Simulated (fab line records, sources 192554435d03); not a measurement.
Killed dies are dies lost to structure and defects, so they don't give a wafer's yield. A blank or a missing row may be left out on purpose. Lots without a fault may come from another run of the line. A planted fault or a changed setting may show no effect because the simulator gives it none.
Problem report in the 8D (eight disciplines) form, filled by code | flow n5_finfet | the parts of the form that need people (team, actions taken, sign-off) are left out

1. THE PROBLEM
IOFF_P at N5_BEOL_M4_RC_MEAS_101 reads a mean of 0.65 nA/um on 6 wafers of 2 lots; wafers without a fault read 0.23 nA/um with a standard deviation of 0.049. That is +8.6 standard deviations from the usual mean.
First seen on wafer L198.1, day 12 07:59, on prober-02. The record holds 12 wafers of 4 lots with a number at this step. Rule for "out", or "out of limits": more than 4 standard deviations from the usual mean. The other wafers with a number count as sound.

2. WHAT IT IS AND WHAT IT IS NOT
question                    | is                                       | is not
which readings at this step | IOFF_P, IOFF_P_85C, IOFF_P_LIN, VT_P_LVT | DIBL_N, IOFF_N, VT_N
which lots                  | L198, L200                               | L190, L195
which wafers of those lots  | all that have a number                   | -
read on which gauges        | prober-02                                | -
when                        | from day 12 07:59                        | up to then (6 sound wafers)

3. SUSPECTS, AND WHAT RULES EACH OUT
Counting: a tool at a process step up to the reading stays a suspect if it ran every lot that is out and no sound lot after the first of them.
- the gauge at N5_BEOL_M4_RC_MEAS_101: kept. All the wafers that are out were read on prober-02, and no step on other tools shows them out.
- epi_rpcvd-04 at N5_SD_EPI_P_VAPOR_ETCH_44 (etches SiGe30 in NF3/Ar, time 3.3 s): kept. It ran every lot that is out, first L198 (day 5 20:25), and no sound lot after that; its last sound lot up to then is L190 (day 4 04:31).
Left after counting: epi_rpcvd-04 at N5_SD_EPI_P_VAPOR_ETCH_44, prober-02 at N5_BEOL_M4_RC_MEAS_101.

4. THE CAUSE (what the simulator had put in)
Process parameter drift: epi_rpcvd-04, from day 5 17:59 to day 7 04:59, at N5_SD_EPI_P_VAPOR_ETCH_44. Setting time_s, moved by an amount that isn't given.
Counting left 2 suspects, and this tool is among them.

5. THE CHAIN OF EFFECTS, in route order
Each row: a reading whose mean over the struck wafers that have a number lies more than 3 standard deviations from the usual. Only readings for which the record gives a usual standard deviation are gone through. hours: the time from each lot's start at the first step in this table that gives one to its start at this step, as a median over the lots. sigmas: the change in usual standard deviations.
hours | step                    | reading            | usual       | on struck wafers | change | sigmas
0     | N5_BEOL_M4_RC_MEAS_101  | DIBL_P             | 36.3 mV/V   | 45.5             | +9.2   | +3.7
0     | N5_BEOL_M4_RC_MEAS_101  | IOFF_P             | 0.23 nA/um  | 0.65             | +0.42  | +8.6
0     | N5_BEOL_M4_RC_MEAS_101  | IOFF_P_85C         | 3.9 nA/um   | 9.1              | +5.2   | +7.6
0     | N5_BEOL_M4_RC_MEAS_101  | IOFF_P_LIN         | 0.106 nA/um | 0.232            | +0.126 | +7.4
0     | N5_BEOL_M4_RC_MEAS_101  | ION_P              | 464 uA/um   | 509              | +45    | +4.1
0     | N5_BEOL_M4_RC_MEAS_101  | REXT_P             | 100 ohm.um  | 87               | -13    | -4.3
0     | N5_BEOL_M4_RC_MEAS_101  | VT_P               | -249 mV     | -232             | +16    | +4.3
0     | N5_BEOL_M4_RC_MEAS_101  | VT_P_LVT           | -98 mV      | -82              | +16    | +4.9
104   | N5_PASSIVATION_PROBE_49 | sort_bin_4_leakage | 0 %         | 40               | +40    | +11
104   | N5_PASSIVATION_PROBE_49 | sort_n_pass        | 1069        | 596              | -473   | -9.1
104   | N5_PASSIVATION_PROBE_49 | sort_yield_pct     | 91 %        | 50               | -40    | -9.2
The process steps in it:
- N5_PASSIVATION_PROBE_49

6. WHAT WOULD HAVE CAUGHT IT SOONER
In this record the first reading out of limits at a measuring or inspecting step was taken at day 12 07:59, 158 hours after the fault began at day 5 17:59.
All the lots that are out (2) had begun N5_SD_EPI_P_VAPOR_ETCH_44 on epi_rpcvd-04 by day 12 07:59. A hold on the tool at that time would have spared none of them.
